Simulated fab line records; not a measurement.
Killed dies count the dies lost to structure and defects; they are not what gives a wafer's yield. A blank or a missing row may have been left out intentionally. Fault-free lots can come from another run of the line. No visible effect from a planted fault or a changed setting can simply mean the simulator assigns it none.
A lot that was struck, set against a sound lot || flow nand-harc || 14 out of 1159 route steps
Sound: the wafers L685.3, L685.4, L685.5. Wafers L694.1, L694.2, L694.6 were the ones struck. Last of all comes the cause.
Per side, at each step with rows, come the tool, then ch with its chambers, and then its first start. Under that, the readings that differ: sound wafers || struck wafers || difference of the means || sigmas: that difference in standard deviations of wafers without a fault.
alike: readings with means less than 2 such deviations apart, plus words and numbers identical on both sides. not compared: withheld readings, readings lacking a value on some wafer, bounds such as >300 that could conceal the same value, and numbers that have no deviation in the record and whose values overlap.
Wherever a step has rows on one side only, a row that says differs or no value, or a row with sigmas, the two part there. When numbers do not overlap yet have no deviation, they are printed without sigmas and do not part them. A reading missing from all wafers of one side parts the sides only when that side holds two or more wafers.

NHARC_A_WL_FILL_ALD_10: deposits SiO2, target thk 50 nm, pulse time 10 s, ald cycles 500.
  sound on ald-hk-04 ch 0,1, day 17 14:55; struck on ald-hk-01 ch 0,1,2, day 19 08:08
  alike: heater-power-w, precursor-pulse-height-rel
NHARC_A_WL_FILL_ETCHBACK_16: etches the open film in C4F8/O2/Ar, target depth 88 nm, time 17.6 s.
  sound on rie-diel-09 ch 1,3; struck on rie-diel-09 ch 0,2,3
{"reading": "oes-product-au (a.u.)", "sound": "0.94 0.91 0.93", "struck": "1.01 1.00 1.01", "difference": "+0.08", "sigmas": "+2"}
  alike: rf-vpp-V
  not compared: rf-hours-counter-h
NHARC_A_WL_FILL_STRIP_29: strips in O2, time 20 s.
  sound on rie-diel-09 ch 0,1,3, day 17 19:35; struck on rie-diel-09 ch 1,2,3, day 19 11:49
  alike: drypump-motor-current-A, oes-product-au, rf-vpp-V, showerhead-plenum-p-Torr, throttle-valve-pct
  not compared: rf-hours-counter-h
then, 4 steps without rows for these wafers: NHARC_A_WL_FILL_ETCHBACK_17 (etches the open film in Cl2/BCl3, target depth 4 nm, time 26.7 s); NHARC_A_WL_FILL_PRECLEAN_18 (cleans in dHF, time 30 s); NHARC_A_WL_FILL_SRD_21; NHARC_A_WL_FILL_CVD_23 (deposits poly-Si, target thk 40 nm, time 800 s).
NHARC_A_WL_FILL_ETCHBACK_26: etches the open film in HBr, target depth 52 nm, time 13.3 s.
  sound on rie-si-01 ch 0,2,3, day 18 01:08; struck on rie-si-01 ch 2,3, day 19 17:09
  alike: drypump-motor-current-A, oes-product-au, throttle-valve-pct
  not compared: rf-hours-counter-h
then, 2 steps without rows for these wafers: NHARC_A_WL_FILL_PRECLEAN_30 (cleans in dHF, time 10 s); NHARC_A_WL_FILL_SRD_14.
NHARC_A_WL_FILL_ALD_19: deposits TiN, target thk 2 nm, pulse time 3 s, ald cycles 100.
  sound on ald-metal-03 ch 0,2,3, day 18 01:22; struck on ald-metal-03 ch 0,1,3, day 19 17:28
  alike: heater-power-w, precursor-pulse-height-rel
NHARC_A_WL_FILL_CVD_20: deposits W, target thk 75 nm, time 5064 s.
  sound on cvd-w-01 ch 0,1, day 18 03:20; struck on cvd-w-01 ch 0,1, day 19 17:37
  no value came back on the struck wafers for any of 5 readings (chamber-pressure-Torr (Torr), heater-power-outer-w (W) and others); on the sound wafers chamber-pressure-Torr (Torr) reads 39.86 40.08 40.13
NHARC_A_WL_FILL_CMP_12: polishes, t overpolish 30 s, target thk 75 nm.
  sound on cmp-01 ch 0,1,2, day 18 06:56; struck on cmp-01 ch 0,3, day 19 22:35
{"reading": "time-to-endpoint-s (s)", "sound": "11.8 12.1 13.7", "struck": "0.0 0.0 0.0", "difference": -12.5, "sigmas": -6}
  alike: motor-current-A, overpolish-run-s
-- record jumps: 3 days between struck wafers' starts before vs after; left off in module A_WL_FILL, resumes in module END, first step shown is number 1159 of the route --
NHARC_END_SORT_01:
  sound on prober-02 ch 0, day 21 14:04; struck on prober-01 ch 0, day 23 06:02
{"reading": "killed-at-array", "sound": "33 29 26", "struck": "674 676 676", "difference": "+646", "sigmas": "+59"}
{"reading": "killed-dies", "sound": "35 32 32", "struck": "677 677 677", "difference": "+644", "sigmas": "+59"}
  alike: killed-at-other, killed-at-periphery, killed-open, killed-short

WHERE THEY PART
Earliest at NHARC_A_WL_FILL_ETCHBACK_16; latest, in this record, at NHARC_END_SORT_01.

WHY: the cause the simulator had injected
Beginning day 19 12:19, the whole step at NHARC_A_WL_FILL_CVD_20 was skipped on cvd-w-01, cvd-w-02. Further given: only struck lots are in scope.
